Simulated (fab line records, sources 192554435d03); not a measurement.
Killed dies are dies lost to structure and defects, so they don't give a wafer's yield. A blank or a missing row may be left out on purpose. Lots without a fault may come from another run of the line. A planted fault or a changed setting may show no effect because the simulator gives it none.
Which tool did it? | flow n5_finfet | 7 lots, 18 wafers sampled, at 8 steps of a route of 1938

WHAT THE GAUGES READ, wafer by wafer
N5_BEOL_M11_OCD_MEAS_38. Usual: trench_depth_nm 148 nm, standard deviation 3.6.
lot  | measured     | on     | trench_depth_nm (nm) | flag
L379 | day 11 11:06 | ocd-02 | 150 151 141          |
L380 | day 12 07:25 | ocd-02 | 146 148 144          |
L386 | day 13 05:06 | ocd-02 | 149 151 148          |
L389 | day 14 07:35 | ocd-01 | 148 152 153          |
L399 | day 16 07:09 | ocd-01 | 155 192              | OFF
L398 | day 16 17:06 | ocd-01 | 186 190              | OFF
L400 | day 16 20:47 | ocd-01 | 177 147              | OFF

N5_BEOL_M11_THK_MEAS_53: measures by xrf. Usual: M11_THK 139 nm, standard deviation 4.1.
lot  | measured     | on            | M11_THK (nm) | flag
L379 | day 11 14:07 | film_metro-02 | 142 144 135  |
L380 | day 12 10:14 | film_metro-01 | 135 138 132  |
L386 | day 13 07:46 | film_metro-02 | 139 141 139  |
L389 | day 14 09:54 | film_metro-02 | 136 142 143  |
L399 | day 16 11:25 | film_metro-01 | 148 185      | OFF
L398 | day 16 19:40 | film_metro-01 | 178 184      | OFF
L400 | day 16 23:47 | film_metro-01 | 165 137      |

N5_BEOL_M11_RS_MEAS_57: measures by four-point-probe. Usual: M11_RS 0.153 ohm/sq, standard deviation 0.0048.
lot  | measured     | on            | M11_RS (ohm/sq)   | flag
L379 | day 11 14:14 | film_metro-02 | 0.148 0.147 0.157 |
L380 | day 12 10:21 | film_metro-01 | 0.156 0.154 0.159 |
L386 | day 13 07:53 | film_metro-01 | 0.152 0.150 0.153 |
L389 | day 14 10:02 | film_metro-01 | 0.157 0.150 0.149 |
L399 | day 16 11:32 | film_metro-02 | 0.144 0.113       | OFF
L398 | day 16 19:47 | film_metro-01 | 0.116 0.113       | OFF
L400 | day 16 23:54 | film_metro-02 | 0.125 0.153       |

N5_BEOL_M15_RC_MEAS_101. Usual: COMB_M10 1.43e-11 S/m, standard deviation 2.9e-12; COMB_M12 6.1e-12 S/m, standard deviation 1.4e-12; COMB_M13 4.5e-12 S/m, standard deviation 1.2e-12; COMB_M14 3.4e-12 S/m, standard deviation 9.4e-13; COMB_M15 2.3e-12 S/m, standard deviation 8.5e-13; COMB_M5 3.6e-11 S/m, standard deviation 8.3e-12; COMB_M6 2.6e-11 S/m, standard deviation 5.8e-12; COMB_M7 2.6e-11 S/m, standard deviation 5.4e-12; COMB_M8 2.6e-11 S/m, standard deviation 5.5e-12; COMB_M9 1.44e-11 S/m, standard deviation 2.9e-12; COMB_M9_max_site 2.1e-11 S/m, standard deviation 4.7e-12; SERP_M10 3.09 ohm/um, standard deviation 0.11; SERP_M11 3.11 ohm/um, standard deviation 0.11; SERP_M11_max_site 3.20 ohm/um, standard deviation 0.12; SERP_M12 0.637 ohm/um, standard deviation 0.02; SERP_M13 0.311 ohm/um, standard deviation 0.0072; SERP_M14 0.163 ohm/um, standard deviation 0.0067; SERP_M5 38.4 ohm/um, standard deviation 2.4; SERP_M6 14.1 ohm/um, standard deviation 0.82; SERP_M7 14.2 ohm/um, standard deviation 0.83; SERP_M8 14.0 ohm/um, standard deviation 0.65; SERP_M9 3.12 ohm/um, standard deviation 0.12.
lot  | measured     | on        | COMB_M10 (S/m)             | COMB_M12 (S/m)          | COMB_M13 (S/m)          | COMB_M14 (S/m)          | COMB_M15 (S/m)          | COMB_M5 (S/m)           | COMB_M6 (S/m)           | COMB_M7 (S/m)           | COMB_M8 (S/m)           | COMB_M9 (S/m)              | COMB_M9_max_site (S/m)  | SERP_M10 (ohm/um) | SERP_M11 (ohm/um) | SERP_M11_max_site (ohm/um) | SERP_M12 (ohm/um) | SERP_M13 (ohm/um) | SERP_M14 (ohm/um) | SERP_M5 (ohm/um) | SERP_M6 (ohm/um) | SERP_M7 (ohm/um) | SERP_M8 (ohm/um) | SERP_M9 (ohm/um) | flag
L379 | day 12 14:38 | prober-01 | 1.02e-11 1.18e-11 1.22e-11 | 4.5e-12 3.4e-12 6.1e-12 | 3.6e-12 1.8e-12 1.9e-12 | 2.5e-12 3e-12 3.6e-12   | 1.6e-12 1.1e-12 1.1e-12 | 4.6e-11 3.3e-11 3e-11   | 2.3e-11 3.3e-11 1.8e-11 | 2.2e-11 2e-11 2.4e-11   | 2e-11 2.3e-11 2.4e-11   | 1e-11 1.17e-11 1.03e-11    | 1.4e-11 2e-11 1.4e-11   | 3.08 3.42 3.08    | 2.99 3.05 3.19    | 3.06 3.14 3.28             | 0.634 0.655 0.630 | 0.319 0.322 0.322 | 0.170 0.169 0.159 | 37.0 41.5 39.4   | 13.8 14.7 14.2   | 14.4 14.3 13.2   | 13.4 13.9 13.8   | 3.11 3.15 3.19   |
L380 | day 13 10:13 | prober-02 | 1.77e-11 1.27e-11 1.81e-11 | 6.3e-12 5e-12 8.4e-12   | 3.6e-12 4.7e-12 3.9e-12 | 4.8e-12 3.7e-12 7.2e-12 | 3.1e-12 3.1e-12 2.8e-12 | 5e-11 3.3e-11 3.3e-11   | 1.5e-11 2.1e-11 1.9e-11 | 2.2e-11 3.1e-11 3.4e-11 | 2.3e-11 3.5e-11 3.8e-11 | 1.84e-11 2.07e-11 1.16e-11 | 2.3e-11 3.1e-11 2e-11   | 3.17 2.98 3.12    | 3.21 3.10 3.16    | 3.30 3.19 3.24             | 0.635 0.652 0.632 | 0.311 0.314 0.311 | 0.168 0.169 0.154 | 34.8 40.5 40.2   | 13.8 14.0 13.8   | 12.6 13.8 14.9   | 12.8 13.4 13.2   | 3.27 3.26 3.07   |
L386 | day 14 13:41 | prober-01 | 1.44e-11 1.54e-11 9e-12    | 4.1e-12 6.5e-12 5.8e-12 | 3e-12 6e-12 3.2e-12     | 3.4e-12 2.3e-12 4.1e-12 | 1e-12 1.9e-12 1.2e-12   | 7.1e-11 4.6e-11 5.6e-11 | 2.3e-11 2.5e-11 3.2e-11 | 2.4e-11 2.5e-11 3.6e-11 | 1.9e-11 2.1e-11 1.9e-11 | 1.28e-11 1.1e-11 1.49e-11  | 2.4e-11 1.6e-11 1.6e-11 | 2.97 3.01 2.97    | 3.06 3.14 3.21    | 3.17 3.21 3.29             | 0.631 0.618 0.620 | 0.313 0.307 0.318 | 0.160 0.160 0.159 | 36.9 37.0 38.3   | 14.6 14.5 13.9   | 15.2 15.4 14.8   | 13.8 13.0 13.8   | 3.14 3.31 3.18   |
L389 | day 15 11:43 | prober-02 | 1.43e-11 1.26e-11 1.25e-11 | 7.8e-12 8.4e-12 6.6e-12 | 4.1e-12 3.9e-12 4.6e-12 | 2.8e-12 4e-12 3.4e-12   | 4.1e-12 3.9e-12 2.5e-12 | 3.1e-11 3.7e-11 6.1e-11 | 1.9e-11 2.4e-11 3.3e-11 | 3.5e-11 2.8e-11 3.3e-11 | 2.3e-11 1.9e-11 2.2e-11 | 1.83e-11 1.63e-11 1.3e-11  | 2.4e-11 2.1e-11 1.9e-11 | 3.15 2.98 2.97    | 3.14 3.14 2.94    | 3.21 3.25 3.00             | 0.634 0.627 0.630 | 0.311 0.309 0.315 | 0.171 0.153 0.155 | 36.7 37.0 37.9   | 14.7 15.2 14.3   | 13.5 14.6 14.0   | 13.9 13.9 13.7   | 3.02 3.24 3.02   |
L399 | day 17 11:32 | prober-02 | 1.38e-11 1.37e-11          | 6e-12 7.3e-12           | 4.8e-12 5e-12           | 4.4e-12 4e-12           | 3.2e-12 2.5e-12         | 3.2e-11 2.3e-11         | 2.5e-11 2.3e-11         | 2.4e-11 2.6e-11         | 2.2e-11 1.4e-11         | 1.32e-11 1.36e-11          | 2e-11 1.9e-11           | 3.24 3.05         | 2.95 2.31         | 3.00 2.35                  | 0.654 0.655       | 0.300 0.302       | 0.163 0.168       | 42.3 41.9        | 13.0 13.0        | 14.6 14.1        | 13.7 13.9        | 3.17 3.13        | OFF
L398 | day 17 15:05 | prober-01 | 1.38e-11 1.6e-11           | 5e-12 3.8e-12           | 4.5e-12 4.2e-12         | 1.4e-12 1.9e-12         | 1.7e-12 1.5e-12         | 3.3e-11 3.1e-11         | 3.1e-11 2.7e-11         | 2.9e-11 2.7e-11         | 2.3e-11 1.8e-11         | 1.42e-11 1.26e-11          | 1.9e-11 1.4e-11         | 3.01 3.13         | 2.38 2.29         | 2.41 2.35                  | 0.650 0.638       | 0.315 0.304       | 0.153 0.167       | 35.9 36.8        | 14.8 13.2        | 14.1 13.9        | 14.0 14.9        | 3.10 3.33        | OFF
L400 | day 18 02:43 | prober-02 | 1.41e-11 1.75e-11          | 6.1e-12 8.8e-12         | 5e-12 4.9e-12           | 3.4e-12 2.9e-12         | 2.9e-12 3.1e-12         | 3.1e-11 3.9e-11         | 3e-11 2.8e-11           | 2.9e-11 2.8e-11         | 2.9e-11 3.7e-11         | 1.82e-11 1.68e-11          | 2.1e-11 2e-11           | 3.16 3.04         | 2.49 2.98         | 2.54 3.05                  | 0.644 0.643       | 0.310 0.302       | 0.170 0.171       | 35.5 36.3        | 13.2 13.6        | 14.4 13.3        | 15.3 14.1        | 3.04 3.09        | OFF

WHICH TOOL RAN EACH LOT (tool, then ch and the chambers of the sampled wafers, then the start)
lot  | N5_BEOL_M11_ETCH_61                | N5_BEOL_M11_HM_OPEN_17            | N5_BEOL_M11_DESCUM_33              | N5_BEOL_M11_TRENCH_ETCH_37
L379 | rie_diel-04 ch 0,1,3, day 11 08:34 | rie_metal-03 ch 0,1, day 11 08:49 | rie_diel-06 ch 0,1,3, day 11 10:37 | rie_diel-06 ch 0,1,3, day 11 10:55
L380 | rie_diel-06 ch 1,2,3, day 12 05:41 | rie_metal-01 ch 0,1, day 12 05:56 | rie_diel-03 ch 1,2, day 12 06:56   | rie_diel-03 ch 1,2, day 12 07:14
L386 | rie_diel-06 ch 0,1,3, day 13 01:59 | rie_metal-03 ch 0,1, day 13 02:14 | rie_diel-06 ch 1,3, day 13 04:36   | rie_diel-06 ch 1,3, day 13 04:55
L389 | rie_diel-04 ch 0,2,3, day 14 02:29 | rie_metal-02 ch 0,1, day 14 02:43 | rie_diel-06 ch 1,2,3, day 14 07:05 | rie_diel-06 ch 1,2,3, day 14 07:24
L399 | rie_diel-06 ch 0,1, day 16 05:31   | rie_metal-03 ch 1, day 16 05:47   | rie_diel-06 ch 2, day 16 06:39     | rie_diel-06 ch 2, day 16 06:58
L398 | rie_diel-03 ch 0,1, day 16 14:37   | rie_metal-02 ch 0,1, day 16 14:52 | rie_diel-06 ch 1,2, day 16 16:36   | rie_diel-06 ch 1,2, day 16 16:55
L400 | rie_diel-04 ch 2,3, day 16 18:25   | rie_metal-01 ch 0,1, day 16 18:39 | rie_diel-06 ch 0,1, day 16 20:17   | rie_diel-06 ch 0,1, day 16 20:36
- N5_BEOL_M11_ETCH_61: etches SiARC in CF4, target depth 39 nm, time 65 s.
- N5_BEOL_M11_HM_OPEN_17: chemistry Cl2/BCl3, target TiN, target depth 20 nm, overetch 6 nm.
- N5_BEOL_M11_DESCUM_33: chemistry O2, time 7.9 s.
- N5_BEOL_M11_TRENCH_ETCH_37: etches SiCOH lowk in C4F6/O2, target depth 148.83 nm, time 48 s.

WHAT THE TOOLS THEMSELVES READ (means of the sampled wafers that have a number; where no wafer has one, the mark that the record gives instead)
N5_BEOL_M11_ETCH_61. Usual: bias_w 35.97 W, standard deviation 0.1; drypump_motor_current_A 5.6 A, standard deviation 0.43; etch_rf_on_time_s 66.0 s, standard deviation 2.3; oes_product_au 0.66 a.u., standard deviation 0.072; rf_vpp_V 184.1 V, standard deviation 1.1; showerhead_plenum_p_Torr 2.14 Torr, standard deviation 0.061; throttle_valve_pct 15.70 %, standard deviation 0.18.
lot  | tool        | bias_w (W) | drypump_motor_current_A (A) | etch_rf_on_time_s (s) | oes_product_au (a.u.) | rf_vpp_V (V) | showerhead_plenum_p_Torr (Torr) | throttle_valve_pct (%) | flag
L379 | rie_diel-04 | 36.03      | 5.5                         | 65.5                  | 0.64                  | 184.1        | 2.11                            | 15.70                  |
L380 | rie_diel-06 | 35.95      | 6.0                         | 65.4                  | 0.64                  | 183.8        | 2.13                            | 15.74                  |
L386 | rie_diel-06 | 35.99      | 5.7                         | 67.6                  | 0.65                  | 184.4        | 2.12                            | 15.65                  |
L389 | rie_diel-04 | 36.05      | 5.6                         | 64.1                  | 0.70                  | 184.0        | 2.16                            | 15.72                  |
L399 | rie_diel-06 | 36.05      | 5.5                         | 67.4                  | 0.61                  | 182.7        | 2.09                            | 15.76                  |
L398 | rie_diel-03 | 36.02      | 5.2                         | 67.9                  | 0.62                  | 185.2        | 2.18                            | 15.82                  |
L400 | rie_diel-04 | 35.89      | 5.5                         | 64.5                  | 0.72                  | 184.2        | 2.17                            | 15.65                  |

N5_BEOL_M11_HM_OPEN_17. Usual: bias_w 126.0 W, standard deviation 0.35; drypump_motor_current_A 5.8 A, standard deviation 0.55; oes_product_au 0.69 a.u., standard deviation 0.086; throttle_valve_pct 22.06 %, standard deviation 0.2.
lot  | tool         | bias_w (W) | drypump_motor_current_A (A) | oes_product_au (a.u.) | throttle_valve_pct (%) | flag
L379 | rie_metal-03 | 125.5      | 5.7                         | 0.81                  | 22.25                  |
L380 | rie_metal-01 | 126.1      | 5.6                         | 0.65                  | 21.89                  |
L386 | rie_metal-03 | 126.4      | 5.7                         | 0.77                  | 22.27                  |
L389 | rie_metal-02 | 126.0      | 6.4                         | 0.62                  | 22.02                  |
L399 | rie_metal-03 | 126.4      | 5.4                         | 0.73                  | 21.95                  |
L398 | rie_metal-02 | 125.9      | 6.3                         | 0.63                  | 22.05                  |
L400 | rie_metal-01 | 126.2      | 5.4                         | 0.66                  | 21.94                  |

N5_BEOL_M11_DESCUM_33. Usual: drypump_motor_current_A 5.6 A, standard deviation 0.43; oes_product_au 0.80 a.u., standard deviation 0.082; rf_vpp_V 243.0 V, standard deviation 1.4; showerhead_plenum_p_Torr 2.09 Torr, standard deviation 0.072; throttle_valve_pct 20.51 %, standard deviation 0.21.
lot  | tool        | drypump_motor_current_A (A) | oes_product_au (a.u.) | rf_vpp_V (V) | showerhead_plenum_p_Torr (Torr) | throttle_valve_pct (%) | flag
L379 | rie_diel-06 | 5.7                         | 0.79                  | 242.8        | 2.06                            | 20.38                  |
L380 | rie_diel-03 | 5.4                         | 0.86                  | 244.4        | 2.17                            | 20.38                  |
L386 | rie_diel-06 | 6.0                         | 0.79                  | 243.8        | 2.09                            | 20.42                  |
L389 | rie_diel-06 | 6.0                         | 0.83                  | 243.6        | 2.07                            | 20.43                  |
L399 | rie_diel-06 | 6.1                         | 0.91                  | 242.1        | 2.04                            | 20.33                  |
L398 | rie_diel-06 | 5.8                         | 0.80                  | 242.8        | 2.05                            | 20.50                  |
L400 | rie_diel-06 | 5.5                         | 0.73                  | 241.2        | 2.03                            | 20.50                  |

N5_BEOL_M11_TRENCH_ETCH_37. Usual: bias_w 185.0 W, standard deviation 0.56; drypump_motor_current_A 5.6 A, standard deviation 0.42; oes_f_703_au 0.79 a.u., standard deviation 0.096; oes_product_au 0.79 a.u., standard deviation 0.084; rf_vpp_V 671 V, standard deviation 29; run_length_s 71.4 s, standard deviation 0.41; showerhead_plenum_p_Torr 2.84 Torr, standard deviation 0.095; throttle_valve_pct 21.01 %, standard deviation 0.18.
lot  | tool        | bias_w (W) | drypump_motor_current_A (A) | oes_f_703_au (a.u.) | oes_product_au (a.u.) | rf_vpp_V (V) | run_length_s (s) | showerhead_plenum_p_Torr (Torr) | throttle_valve_pct (%) | flag
L379 | rie_diel-06 | 184.4      | 5.7                         | 0.76                | 0.79                  | 686          | 70.9             | 2.82                            | 20.90                  |
L380 | rie_diel-03 | 185.1      | 5.4                         | 0.83                | 0.85                  | 703          | 71.1             | 2.95                            | 20.90                  |
L386 | rie_diel-06 | 185.3      | 6.0                         | 0.76                | 0.78                  | 691          | 70.7             | 2.87                            | 21.00                  |
L389 | rie_diel-06 | 185.3      | 6.0                         | 0.80                | 0.82                  | 682          | 71.0             | 2.82                            | 20.94                  |
L399 | rie_diel-06 | 185.6      | 6.0                         | 0.90                | 0.92                  | 652          | 77.5             | 2.77                            | 20.77                  | OFF
L398 | rie_diel-06 | 185.3      | 5.9                         | 0.78                | 0.80                  | 684          | 83.0             | 2.77                            | 20.92                  | OFF
L400 | rie_diel-06 | 184.9      | 5.5                         | 0.70                | 0.72                  | 688          | 77.2             | 2.75                            | 20.93                  | OFF

THE ANSWER, worked out from the rows above alone
Rule: a lot is off if the mean of its wafers that have a number lies more than 3 standard deviations from the usual mean. A lot without any number at a reading at which 4 lots or more have one is off too. The other lots that the step has rows for count as sound. The gauges are gone through in route order, then the tools' own readings, and for those a lot's mean is taken as printed above. The first step at which some lot is off is used, and at that step the reading that is off furthest; a lot without a number counts as furthest.
Off: L399, L398, L400, at N5_BEOL_M11_OCD_MEAS_38 (trench_depth_nm).
A tool fits if, at a process step before that reading, it ran every lot that is off, and no sound lot after the first of them. The gauges at N5_BEOL_M11_OCD_MEAS_38 aren't tried: what is off there is off at N5_BEOL_M15_RC_MEAS_101 too, on other tools, and a gauge's error can't cause that. One fits: rie_diel-06 at N5_BEOL_M11_DESCUM_33 and N5_BEOL_M11_TRENCH_ETCH_37. At N5_BEOL_M11_DESCUM_33 its last sound lot is L389 (day 14 07:05), its first lot that is off L399 (day 16 06:39): a fault that began between those two fits.

WHAT THE SIMULATOR HAD PUT IN
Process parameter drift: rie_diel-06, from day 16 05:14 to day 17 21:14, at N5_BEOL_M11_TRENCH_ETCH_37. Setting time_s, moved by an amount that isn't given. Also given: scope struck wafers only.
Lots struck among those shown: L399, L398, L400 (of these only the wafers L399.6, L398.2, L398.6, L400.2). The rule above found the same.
